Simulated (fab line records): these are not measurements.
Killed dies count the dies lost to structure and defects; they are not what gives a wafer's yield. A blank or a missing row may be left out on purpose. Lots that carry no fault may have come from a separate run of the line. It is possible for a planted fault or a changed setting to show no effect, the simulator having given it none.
Tool commonality check / flow nand harc / Lots sampled 13, wafers sampled 39

WHY THIS WAS OPENED
At NHARC_END_SORT_01 the reading killed at other is flagged on 2 of 13 lots. Fault-free wafers read 0.8, with a standard deviation of 1.1.
Rule: a lot gets a flag if all its wafers with a number sit over 4 standard deviations from that mean, or if no wafer of it has a number. As for the other lots, they are considered sound.

lot=L284; measured=day 24 08:47; on=prober-02; killed at other, wafer by wafer=4 2 0; flag=
lot=L285; measured=day 25 06:48; on=prober-01; killed at other, wafer by wafer=0 3 1; flag=
lot=L287; measured=day 25 06:49; on=prober-02; killed at other, wafer by wafer=0 0 0; flag=
lot=L288; measured=day 25 18:08; on=prober-01; killed at other, wafer by wafer=0 0 0; flag=
lot=L289; measured=day 26 01:53; on=prober-02; killed at other, wafer by wafer=0 0 0; flag=
lot=L296; measured=day 29 00:13; on=prober-02; killed at other, wafer by wafer=88 93 54; flag=FLAGGED
lot=L295; measured=day 29 09:35; on=prober-01; killed at other, wafer by wafer=2 0 0; flag=
lot=L297; measured=day 29 10:23; on=prober-02; killed at other, wafer by wafer=99 68 49; flag=FLAGGED
lot=L301; measured=day 30 21:46; on=prober-02; killed at other, wafer by wafer=1 0 0; flag=
lot=L300; measured=day 31 12:14; on=prober-01; killed at other, wafer by wafer=0 0 0; flag=
lot=L305; measured=day 32 04:21; on=prober-02; killed at other, wafer by wafer=1 1 0; flag=
lot=L304; measured=day 33 05:26; on=prober-02; killed at other, wafer by wafer=0 1 0; flag=
lot=L307; measured=day 34 14:34; on=prober-01; killed at other, wafer by wafer=0 0 2; flag=
On average the flagged lots' numbers are 75.2, which is +74.4 against the usual, or +68 standard deviations.

WHICH TOOL RAN EACH LOT
The record holds 3 process steps before the reading, out of a route of 1302 steps. Each cell gives the tool, then ch followed by the chambers the sampled wafers passed through, then the start.
lot=L284; flag=; NHARC_HYBRID_BOND_PRECLEAN_01=wet bench-08 ch 1,4,7, day 23 04:43; NHARC_THIN_TSV_DESCUM_35=rie diel-09 ch 0,3, day 23 23:01; NHARC_THIN_TSV_ETCH_59=rie metal-03 ch 0, day 23 23:10
lot=L285; flag=; NHARC_HYBRID_BOND_PRECLEAN_01=wet bench-08 ch 2,3,5, day 24 02:25; NHARC_THIN_TSV_DESCUM_35=rie diel-09 ch 0,1,3, day 24 20:32; NHARC_THIN_TSV_ETCH_59=rie metal-03 ch 0,1, day 24 20:40
lot=L287; flag=; NHARC_HYBRID_BOND_PRECLEAN_01=wet bench-10 ch 1,3,4, day 24 02:42; NHARC_THIN_TSV_DESCUM_35=rie diel-10 ch 1,2, day 24 21:43; NHARC_THIN_TSV_ETCH_59=rie metal-02 ch 0,1, day 24 21:50
lot=L288; flag=; NHARC_HYBRID_BOND_PRECLEAN_01=wet bench-10 ch 0,5,7, day 24 16:43; NHARC_THIN_TSV_DESCUM_35=rie diel-07 ch 0,1,3, day 25 09:16; NHARC_THIN_TSV_ETCH_59=rie metal-02 ch 0, day 25 09:23
lot=L289; flag=; NHARC_HYBRID_BOND_PRECLEAN_01=wet bench-10 ch 5,6,7, day 24 19:10; NHARC_THIN_TSV_DESCUM_35=rie diel-10 ch 0,1,3, day 25 13:34; NHARC_THIN_TSV_ETCH_59=rie metal-02 ch 1, day 25 13:40
lot=L296; flag=FLAGGED; NHARC_HYBRID_BOND_PRECLEAN_01=wet bench-10 ch 3,4,5, day 27 20:32; NHARC_THIN_TSV_DESCUM_35=rie diel-09 ch 2, day 28 14:41; NHARC_THIN_TSV_ETCH_59=rie metal-03 ch 0,1, day 28 14:52
lot=L295; flag=; NHARC_HYBRID_BOND_PRECLEAN_01=wet bench-10 ch 1,2,6, day 27 19:28; NHARC_THIN_TSV_DESCUM_35=rie diel-10 ch 1,2, day 28 14:03; NHARC_THIN_TSV_ETCH_59=rie metal-02 ch 0,1, day 28 14:15
lot=L297; flag=FLAGGED; NHARC_HYBRID_BOND_PRECLEAN_01=wet bench-10 ch 3,6,7, day 28 07:13; NHARC_THIN_TSV_DESCUM_35=rie diel-10 ch 0,1,2, day 29 01:02; NHARC_THIN_TSV_ETCH_59=rie metal-01 ch 0,1, day 29 01:09
lot=L301; flag=; NHARC_HYBRID_BOND_PRECLEAN_01=wet bench-08 ch 1,2,4, day 29 15:05; NHARC_THIN_TSV_DESCUM_35=rie diel-07 ch 0,1,2, day 30 11:27; NHARC_THIN_TSV_ETCH_59=rie metal-01 ch 0,1, day 30 11:35
lot=L300; flag=; NHARC_HYBRID_BOND_PRECLEAN_01=wet bench-08 ch 2,3,7, day 30 07:55; NHARC_THIN_TSV_DESCUM_35=rie diel-07 ch 0,1, day 31 03:11; NHARC_THIN_TSV_ETCH_59=rie metal-01 ch 0,1, day 31 03:22
lot=L305; flag=; NHARC_HYBRID_BOND_PRECLEAN_01=wet bench-10 ch 4,5,6, day 31 01:13; NHARC_THIN_TSV_DESCUM_35=rie diel-10 ch 0,1,3, day 31 19:22; NHARC_THIN_TSV_ETCH_59=rie metal-02 ch 0,1, day 31 19:30
lot=L304; flag=; NHARC_HYBRID_BOND_PRECLEAN_01=wet bench-10 ch 0,1,6, day 31 17:52; NHARC_THIN_TSV_DESCUM_35=rie diel-10 ch 1,2, day 32 19:32; NHARC_THIN_TSV_ETCH_59=rie metal-02 ch 0,1, day 32 19:44
lot=L307; flag=; NHARC_HYBRID_BOND_PRECLEAN_01=wet bench-10 ch 0,1,4, day 33 08:52; NHARC_THIN_TSV_DESCUM_35=rie diel-09 ch 1,2, day 34 04:55; NHARC_THIN_TSV_ETCH_59=rie metal-03 ch 0,1, day 34 05:01
What the steps here do:
- NHARC_HYBRID_BOND_PRECLEAN_01: cleans in DIW, time 300 s.
- NHARC_THIN_TSV_DESCUM_35: chemistry O2, time 3 s.
- NHARC_THIN_TSV_ETCH_59: etches the open film in Cl2/BCl3, target depth 880 nm, time 138.1 s.
- NHARC_END_SORT_01

FLAGGED AGAINST TOTAL, ONE TOOL AT A TIME (gauges that did the reading follow at the end)
step=NHARC_HYBRID_BOND_PRECLEAN_01; tool=wet bench-08; lots run=4; flagged=0; share of the flagged lots=none; sound lots run after its first flagged lot=-
step=NHARC_HYBRID_BOND_PRECLEAN_01; tool=wet bench-10; lots run=9; flagged=2; share of the flagged lots=all; sound lots run after its first flagged lot=3 (L305,L304,L307)
step=NHARC_THIN_TSV_DESCUM_35; tool=rie diel-07; lots run=3; flagged=0; share of the flagged lots=none; sound lots run after its first flagged lot=-
step=NHARC_THIN_TSV_DESCUM_35; tool=rie diel-09; lots run=4; flagged=1; share of the flagged lots=some; sound lots run after its first flagged lot=1 (L307)
step=NHARC_THIN_TSV_DESCUM_35; tool=rie diel-10; lots run=6; flagged=1; share of the flagged lots=some; sound lots run after its first flagged lot=2 (L305,L304)
step=NHARC_THIN_TSV_ETCH_59; tool=rie metal-01; lots run=3; flagged=1; share of the flagged lots=some; sound lots run after its first flagged lot=2 (L301,L300)
step=NHARC_THIN_TSV_ETCH_59; tool=rie metal-02; lots run=6; flagged=0; share of the flagged lots=none; sound lots run after its first flagged lot=-
step=NHARC_THIN_TSV_ETCH_59; tool=rie metal-03; lots run=4; flagged=1; share of the flagged lots=some; sound lots run after its first flagged lot=1 (L307)
step=NHARC_END_SORT_01; tool=prober-01; lots run=5; flagged=0; share of the flagged lots=none; sound lots run after its first flagged lot=-
step=NHARC_END_SORT_01; tool=prober-02; lots run=8; flagged=2; share of the flagged lots=all; sound lots run after its first flagged lot=3 (L301,L305,L304)

THE TABLE: WHAT IT ALLOWS
wet bench-10 at NHARC_HYBRID_BOND_PRECLEAN_01 and prober-02 at NHARC_END_SORT_01 are the 2 rows of the table that ran each flagged lot.
- wet bench-10 at NHARC_HYBRID_BOND_PRECLEAN_01 ran 9 lots, 2 of them flagged. Sound lots followed the first flagged one (L305, L304, L307) on it, something a lasting fault affecting the whole tool could not allow.
- prober-02 at NHARC_END_SORT_01 ran 8 lots, 2 of them flagged. Sound lots followed the first flagged one (L301, L305, L304) on it, something a lasting fault affecting the whole tool could not allow.
Not one row of the table ran every flagged lot while running no sound lot after the first.

WHAT WAS PUT IN BY THE SIMULATOR
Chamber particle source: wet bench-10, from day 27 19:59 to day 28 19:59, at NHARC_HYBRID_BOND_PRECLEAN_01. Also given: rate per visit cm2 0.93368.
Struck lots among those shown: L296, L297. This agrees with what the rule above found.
